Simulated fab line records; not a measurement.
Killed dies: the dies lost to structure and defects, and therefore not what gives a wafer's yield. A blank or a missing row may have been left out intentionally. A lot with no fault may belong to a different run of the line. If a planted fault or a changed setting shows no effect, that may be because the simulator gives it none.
Matching of chambers	flow n5-finfet	3 sister chambers for N5_BEOL_M2_ILD_DEP_00 on pecvd-02
The step deposits SiOC from DEMS/O2, target thk 79 nm, time 15.3 s. 22 wafers are shown with their chamber, then 11 later ones without.

## WAFERS WITH THEIR CHAMBER
wafer	chamber	throttle-valve-pct (%)	heater-power-w (W)	showerhead-plenum-p-Torr (Torr)
L074.1	1	13.0	387	5.712
L074.3	0	12.1	518	5.700
L074.5	0	12.1	523	5.711
L077.1	2	11.5	399	5.717
L077.3	1	12.8	442	5.716
L077.5	2	11.6	414	5.718
L079.3	1	13.1	417	5.705
L079.4	0	12.3	491	5.693
L079.6	1	12.9	417	5.715
L081.2	2	11.5	476	5.713
L081.4	0	12.3	435	5.690
L081.5	2	11.8	384	5.697
L084.1	2	11.5	420	5.703
L084.3	0	12.2	452	5.705
L084.4	2	11.5	432	5.703
L085.3	0	12.2	524	5.690
L085.5	2	11.2	462	5.712
L085.6	0	12.2	531	5.686
L086.1	1	13.1	415	5.720
L086.2	0	12.3	456	5.699
L086.5	1	13.1	426	5.721
L090.1	2	11.8	469	5.711

SIGNATURES, as means of the wafers listed above
reading	chamber 0	chamber 1	chamber 2	scatter within a chamber
throttle-valve-pct	12.213	13.000	11.550	0.143
heater-power-w	491.25	417.33	432.00	32.4
showerhead-plenum-p-Torr	5.69675	5.71483	5.70925	0.0075
Rule: for a wafer and a chamber, the distance is found by dividing, reading by reading, the gap between the wafer's reading and the chamber's mean by the reading's scatter, squaring, summing and taking the root. The wafer belongs to the nearest chamber; if the next one is less than 2 further off, it can't be placed. The scatter: take each reading less its chamber's mean, square it, sum over the shown wafers, divide by the number of wafers less the number of chambers, and take the root.

## WAFERS MISSING THEIR CHAMBER
wafer	throttle-valve-pct (%)	heater-power-w (W)	showerhead-plenum-p-Torr (Torr)
L090.5	12.2	529	5.682
L090.6	11.5	476	5.702
L092.2	13.2	454	5.707
L092.5	12.2	538	5.699
L092.6	11.8	417	5.702
L094.4	11.7	478	5.712
L094.5	13.1	447	5.706
L094.6	12.3	453	5.719
L095.1	13.0	447	5.709
L095.5	12.0	396	5.717
L095.6	13.1	463	5.733

## WHICH CHAMBER EACH ONE RAN IN
wafer	from the rows above	in truth
L090.5	0	0
L090.6	2	2
L092.2	1	1
L092.5	0	0
L092.6	can't be placed: 2 or 0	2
L094.4	2	2
L094.5	1	1
L094.6	can't be placed: 0 or 1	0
L095.1	1	1
L095.5	can't be placed: 2 or 0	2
L095.6	1	1
Correctly placed: 8 of 11. Can't be placed from these rows: 3 (the true chamber is among the candidates in 3). Wrongly placed: 0.
